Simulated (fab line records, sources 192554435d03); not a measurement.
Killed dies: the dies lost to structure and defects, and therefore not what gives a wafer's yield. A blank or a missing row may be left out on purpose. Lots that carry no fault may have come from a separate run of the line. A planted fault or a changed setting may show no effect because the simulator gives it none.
Split-lot experiment -- flow n5_finfet -- route with 1938 steps; 7 lots, 21 wafers read

## SPLIT DETAILS
At N5_HKMG_FIN_COAT_06 (resist thk 90 nm), the setting spin_rpm was moved away from the recipe's 1500 rpm on 9 of the 21 wafers read, by -8.6% to -4.1%. This setting was run at the recipe's value on the other wafers.

The reading is taken at the split's own step.

## THE READING
CAR-ArF_of_HKMG_FIN_COAT_06.thk_nm (the simulator's own value, which no gauge read), in nm, at N5_HKMG_FIN_COAT_06 (resist thk 90 nm). There is no usual value for it anywhere in the file. Here, 12 wafers ran the recipe; their average is 90.0 nm with a standard deviation of 0.2 nm.

wafer,"tool, chamber at the split","spin_rpm as run, rpm",against the recipe,"CAR-ArF_of_HKMG_FIN_COAT_06.thk_nm, nm",against lot-mates on the recipe
L076.1,"litho_track-03, 0",1500,recipe,90.4,-
L076.3,"litho_track-03, 0",1439,-4.1%,92.2,+1.8
L076.4,"litho_track-03, 0",1439,-4.1%,92.2,+1.8
L078.2,"litho_track-05, 0",1371,-8.6%,94,+4.0
L078.3,"litho_track-05, 0",1500,recipe,90,-
L078.5,"litho_track-05, 0",1371,-8.6%,93.8,+3.8
L080.4,"litho_track-05, 0",1500,recipe,90.2,-
L080.5,"litho_track-05, 0",1500,recipe,90,-
L080.6,"litho_track-05, 0",1500,recipe,90,-
L090.3,"litho_track-05, 0",1500,recipe,89.8,-
L090.4,"litho_track-05, 0",1500,recipe,89.8,-
L090.5,"litho_track-05, 0",1500,recipe,90,-
L091.1,"litho_track-04, 0",1377,-8.2%,93.8,+4.0
L091.3,"litho_track-04, 0",1500,recipe,89.8,-
L091.4,"litho_track-04, 0",1377,-8.2%,93.6,+3.8
L093.4,"litho_track-03, 0",1500,recipe,90,-
L093.5,"litho_track-03, 0",1500,recipe,89.6,-
L093.6,"litho_track-03, 0",1500,recipe,89.8,-
L095.1,"litho_track-04, 0",1405,-6.3%,92.8,no lot-mate on the recipe
L095.4,"litho_track-04, 0",1405,-6.3%,92.8,no lot-mate on the recipe
L095.5,"litho_track-04, 0",1405,-6.3%,92.6,no lot-mate on the recipe

FIT RESULTS
A straight line over all 21 wafers: CAR-ArF_of_HKMG_FIN_COAT_06.thk_nm changes by -0.457 nm for each +1% of spin_rpm; r = -0.99; the points scatter about the line by 0.22 nm.
The same after taking each lot's own level away (the mean of its wafers on the recipe; 18 wafers): -0.463 nm for each +1%; r = -1.00; scatter 0.12 nm.
According to that fit, moving spin_rpm by its largest amount changes the reading by 4 nm.
The span of the lots' own levels, 89.80 to 90.40 nm, comes to 3.0 times the standard deviation stated above.
Consequently the slope shifts little with the lot-to-lot level, the two slopes agreeing.
Check: +3.96 nm against its lot-mates is what the line predicts for one of the wafers moved furthest among these (-8.6%) when that wafer is left out of the fit. It came out at +4 nm against them.

## THE FILE'S OWN FIT
CAR-ArF_of_HKMG_FIN_COAT_06.thk_nm changes by -0.462 nm for each +1% of spin_rpm, r = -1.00.
